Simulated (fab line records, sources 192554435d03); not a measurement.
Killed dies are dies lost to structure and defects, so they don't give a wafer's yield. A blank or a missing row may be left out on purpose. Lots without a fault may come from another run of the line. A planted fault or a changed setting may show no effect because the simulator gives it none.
Which tool did it? | flow n5_finfet | 14 lots, 42 wafers sampled, at 4 steps of a route of 1938

WHAT THE GAUGES READ, wafer by wafer
The record holds no reading of a measuring or inspecting step that can be judged against a usual standard deviation.

WHICH TOOL RAN EACH LOT (tool, then ch and the chambers of the sampled wafers, then the start)
lot  | N5_WELL_APT_EXPOSE_05            | N5_WELL_APT_RTA_34              | N5_PMOS_HMC_CHANNEL_EPI_HM_DEP_34 | N5_PMOS_HMC_CHANNEL_EPI_EPI_26
L200 | krf_scanner-01 ch 0, day 2 01:41 | rtp_anneal-01 ch 0, day 2 04:07 | pecvd-01 ch 0,1,2, day 2 05:01    | epi_rpcvd-04 ch 0, day 2 08:58
L204 | krf_scanner-01 ch 0, day 3 01:25 | rtp_anneal-02 ch 0, day 3 04:18 | pecvd-04 ch 1,2, day 3 05:12      | epi_rpcvd-03 ch 0, day 3 07:59
L205 | krf_scanner-01 ch 0, day 3 07:35 | rtp_anneal-01 ch 0, day 3 09:55 | pecvd-03 ch 0,2, day 3 10:49      | epi_rpcvd-04 ch 0, day 3 14:11
L206 | krf_scanner-01, day 3 13:27      | rtp_anneal-01 ch 0, day 3 16:29 | -                                 | -
L207 | krf_scanner-02, day 3 19:40      | rtp_anneal-01 ch 0, day 3 22:06 | -                                 | -
L212 | krf_scanner-02 ch 0, day 5 01:35 | rtp_anneal-02 ch 0, day 5 04:26 | pecvd-04 ch 1,2, day 5 05:18      | epi_rpcvd-04 ch 0, day 5 08:53
L213 | krf_scanner-01 ch 0, day 5 07:38 | rtp_anneal-01 ch 0, day 5 10:05 | pecvd-03 ch 0,1,2, day 5 11:01    | epi_rpcvd-03 ch 0, day 5 14:50
L214 | krf_scanner-02 ch 0, day 5 13:50 | rtp_anneal-02 ch 0, day 5 16:27 | pecvd-04 ch 1,2, day 5 17:34      | epi_rpcvd-04 ch 0, day 5 20:46
L215 | krf_scanner-02 ch 0, day 5 19:42 | rtp_anneal-01 ch 0, day 5 22:04 | pecvd-03 ch 0,1,2, day 5 23:00    | epi_rpcvd-03 ch 0, day 6 02:21
L216 | krf_scanner-02 ch 0, day 6 01:32 | rtp_anneal-02 ch 0, day 6 04:03 | pecvd-04 ch 0,2, day 6 04:58      | epi_rpcvd-03 ch 0, day 6 07:54
L217 | krf_scanner-01 ch 0, day 6 07:41 | rtp_anneal-02 ch 0, day 6 14:37 | pecvd-04 ch 0,1,2, day 6 15:42    | epi_rpcvd-02 ch 0, day 6 19:45
L218 | krf_scanner-02 ch 0, day 6 13:40 | rtp_anneal-02 ch 0, day 6 16:33 | pecvd-04 ch 0,1, day 6 17:56      | epi_rpcvd-03 ch 0, day 6 20:49
L219 | krf_scanner-01 ch 0, day 6 19:43 | rtp_anneal-01 ch 0, day 6 22:19 | pecvd-04 ch 0,1,2, day 6 23:15    | epi_rpcvd-03 ch 0, day 7 02:37
L220 | krf_scanner-02 ch 0, day 7 01:55 | rtp_anneal-01 ch 0, day 7 04:28 | pecvd-04 ch 0,2, day 7 05:20      | epi_rpcvd-04 ch 0, day 7 08:18
- N5_WELL_APT_EXPOSE_05: exposes mask NWELL, defocus 0 nm, target cd 200 nm.
- N5_WELL_APT_RTA_34: time 10 s.
- N5_PMOS_HMC_CHANNEL_EPI_HM_DEP_34: deposits SiO2 from TEOS/O2, target thk 36 nm, time 6.9 s.
- N5_PMOS_HMC_CHANNEL_EPI_EPI_26: deposits Si from SiH4/H2, target thk 3.8 nm, time 22.7 s.

WHAT THE TOOLS THEMSELVES READ (means of the sampled wafers that have a number; where no wafer has one, the mark that the record gives instead)
N5_WELL_APT_EXPOSE_05.
lot  | tool           | exposure_dose_mJ_cm2 | focus_offset_nm (nm)
L200 | krf_scanner-01 | 20.282               | -0.2
L204 | krf_scanner-01 | 20.299               | -0.6
L205 | krf_scanner-01 | 20.283               | -0.3
L206 | krf_scanner-01 | -                    | -
L207 | krf_scanner-02 | -                    | -
L212 | krf_scanner-02 | 20.305               | 0.2
L213 | krf_scanner-01 | 20.272               | -0.4
L214 | krf_scanner-02 | 20.271               | 0.2
L215 | krf_scanner-02 | 20.285               | -0.2
L216 | krf_scanner-02 | 20.289               | -0.3
L217 | krf_scanner-01 | 20.272               | -0.1
L218 | krf_scanner-02 | 20.291               | 0.1
L219 | krf_scanner-01 | 20.291               | 0.5
L220 | krf_scanner-02 | 20.260               | -0.1

N5_WELL_APT_RTA_34.
lot  | tool          | lamp_power_pct (%) | lamp_zone_1_pct (%) | lamp_zone_6_pct (%) | wafer_temp_C_max
L200 | rtp_anneal-01 | 12.98              | 13.007              | 12.928              | 1003.0
L204 | rtp_anneal-02 | 12.95              | 13.013              | 12.914              | 1003.5
L205 | rtp_anneal-01 | 12.98              | 12.985              | 12.948              | 1002.0
L206 | rtp_anneal-01 | 13.02              | 13.029              | 12.930              | 1003.9
L207 | rtp_anneal-01 | 12.99              | 13.000              | 12.921              | 1002.4
L212 | rtp_anneal-02 | 13.02              | 12.991              | 12.919              | 1002.8
L213 | rtp_anneal-01 | 12.99              | 12.994              | 12.916              | 1003.3
L214 | rtp_anneal-02 | 13.05              | 13.003              | 12.920              | 1003.4
L215 | rtp_anneal-01 | 13.02              | 13.001              | 12.904              | 1003.9
L216 | rtp_anneal-02 | 12.98              | 13.010              | 12.929              | 1003.8
L217 | rtp_anneal-02 | 12.98              | 13.000              | 12.905              | 1003.0
L218 | rtp_anneal-02 | 12.97              | 13.003              | 12.920              | 1003.6
L219 | rtp_anneal-01 | 13.03              | 12.978              | 12.931              | 1004.0
L220 | rtp_anneal-01 | 13.03              | 12.993              | 12.918              | 1004.4

N5_PMOS_HMC_CHANNEL_EPI_HM_DEP_34.
lot  | tool     | heater_power_w (W) | showerhead_plenum_p_Torr (Torr) | throttle_valve_pct (%)
L200 | pecvd-01 | 562                | 8.32                            | 18.6
L204 | pecvd-04 | 529                | 8.37                            | 17.9
L205 | pecvd-03 | 533                | 8.31                            | 17.7
L212 | pecvd-04 | 598                | 8.39                            | 18.0
L213 | pecvd-03 | 556                | 8.31                            | 18.2
L214 | pecvd-04 | 554                | 8.37                            | 17.7
L215 | pecvd-03 | 544                | 8.32                            | 18.1
L216 | pecvd-04 | 505                | 8.32                            | 18.5
L217 | pecvd-04 | 546                | 8.35                            | 18.2
L218 | pecvd-04 | 529                | 8.32                            | 18.9
L219 | pecvd-04 | 490                | 8.35                            | 18.2
L220 | pecvd-04 | 518                | 8.32                            | 18.5

N5_PMOS_HMC_CHANNEL_EPI_EPI_26.
lot  | tool         | throttle_valve_pct (%)
L200 | epi_rpcvd-04 | 10.9
L204 | epi_rpcvd-03 | 11.4
L205 | epi_rpcvd-04 | 10.9
L212 | epi_rpcvd-04 | 11.0
L213 | epi_rpcvd-03 | 11.3
L214 | epi_rpcvd-04 | 10.8
L215 | epi_rpcvd-03 | 11.4
L216 | epi_rpcvd-03 | 11.2
L217 | epi_rpcvd-02 | 10.8
L218 | epi_rpcvd-03 | 11.3
L219 | epi_rpcvd-03 | 11.4
L220 | epi_rpcvd-04 | 10.8

THE ANSWER, worked out from the rows above alone
Rule: what is usual is taken from the lots themselves. Put in order of their means at a reading, lots are off if they are a third of the lots or fewer, leave a main group of 4 or more, and stand apart from it by a gap of 3 or more times the standard deviation of the main group's means; of several such gaps the widest counts. A main group whose means are all the same, to the digits that the tables above print for the reading, isn't used. A lot without any number at a reading at which 4 lots or more have one is off too. The other lots that the step has rows for count as sound. The gauges are gone through in route order, then the tools' own readings, and for those a lot's mean is taken as printed above. The first step at which some lot is off is used, and at that step the reading that is off furthest; a lot without a number counts as furthest.
Off: L206, L207, at N5_WELL_APT_EXPOSE_05 (exposure_dose_mJ_cm2). Without a number there: L206, L207. The main group: mean 20.283, standard deviation 0.012.
A tool fits if, at that step or a process step before it, it ran every lot that is off, and no sound lot after the first of them. None of those tried fits.

WHAT THE SIMULATOR HAD PUT IN
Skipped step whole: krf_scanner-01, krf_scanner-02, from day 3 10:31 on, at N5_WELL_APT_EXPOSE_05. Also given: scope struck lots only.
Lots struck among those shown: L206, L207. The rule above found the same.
